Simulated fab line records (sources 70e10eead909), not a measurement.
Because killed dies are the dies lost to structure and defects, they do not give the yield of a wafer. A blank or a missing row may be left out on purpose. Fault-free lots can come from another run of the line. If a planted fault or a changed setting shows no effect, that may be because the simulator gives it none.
A struck lot beside a sound one / flow nand harc / 14 steps out of a route of 1302
Sound: wafers L152.1, L152.5, L152.6. The struck wafers were L164.1, L164.2, L164.5. The cause is named last.
Each step with rows lists, per side, the tool, then ch with its chambers, then its first start. Under that, the readings that differ: sound wafers / struck wafers / difference of the means / sigmas: that difference in standard deviations of wafers without a fault.
alike: a reading whose means differ by less than 2 such deviations, as well as words and numbers matching on both sides. not compared: withheld readings; readings where some wafer has no value; bounds like >300 that might hide an equal value; numbers whose values overlap and for which the record gives no deviation.
Wherever a step has rows on one side only, a row that says differs or no value, or a row with sigmas, the two part there. When numbers do not overlap yet have no deviation, they are printed without sigmas and do not part them. Lack of a reading on every wafer of one side parts them only where that side has two or more wafers.

first, 4 steps without rows for these wafers: NHARC_HYBRID_BOND_PRECLEAN_01 (cleans in DIW, time 300 s); NHARC_HYBRID_BOND_SRD_02 (time 30 s, dry time 20 s); NHARC_HYBRID_BOND_BOND_03; NHARC_HYBRID_BOND_ANNEAL_04 (time 7200 s).
NHARC_HYBRID_BOND_OVL_MEAS_05:
  sound on overlay-01, day 24 08:38; struck on overlay-01, day 29 13:26
  alike: overlay x nm, overlay y nm
NHARC_HYBRID_BOND_INSPECT_06: inspects for defects (ir void).
  sound on defect inspect-01, day 24 08:41; struck on defect inspect-01, day 29 13:30
  alike: raw defect count
NHARC_THIN_TSV_GRIND_00:
  sound on grinder-01 ch 0, day 24 08:50; struck on grinder-01 ch 0, day 29 14:50
reading=motor current A (A); sound=12.014 12.006 11.954; struck=12.007 12.047 12.051; difference=+0.044; sigmas=+2
NHARC_THIN_TSV_CMP_01: polishes.
  sound on cmp-02 ch 2,3, day 24 10:04; struck on cmp-04 ch 0,2,3, day 29 16:05
  alike: edge zone pressure frac, motor current A, retaining ring pressure frac
  not compared: pad life wafers
NHARC_THIN_TSV_THK_MEAS_02: measures by ir.
  sound on film metro-01, day 24 10:19; struck on film metro-01, day 29 16:20
  alike: thk nm
then, 3 steps without rows for these wafers: NHARC_THIN_TSV_SRD_03; NHARC_THIN_TSV_PRECLEAN_41 (cleans in SC1); NHARC_THIN_TSV_SRD_42.
NHARC_THIN_TSV_DEP_43: deposits SiO2, target thk 1328.5 nm.
  sound on pecvd-04 ch 0,1,2, day 24 10:35; struck on pecvd-01 ch 0,2, day 29 16:33
  no value came back on the struck wafers for chamber pressure Torr (Torr), rf fwd power W (W), throttle valve pct (%); on the sound wafers chamber pressure Torr (Torr) reads 6.478 6.500 6.486
then, 1 step without rows for these wafers: NHARC_THIN_TSV_DEHYDRATE_04 (time 120 s).

## WHERE THEY PART
First at NHARC_THIN_TSV_GRIND_00; last, within this record, at NHARC_THIN_TSV_DEP_43.

WHY: the cause the simulator had injected
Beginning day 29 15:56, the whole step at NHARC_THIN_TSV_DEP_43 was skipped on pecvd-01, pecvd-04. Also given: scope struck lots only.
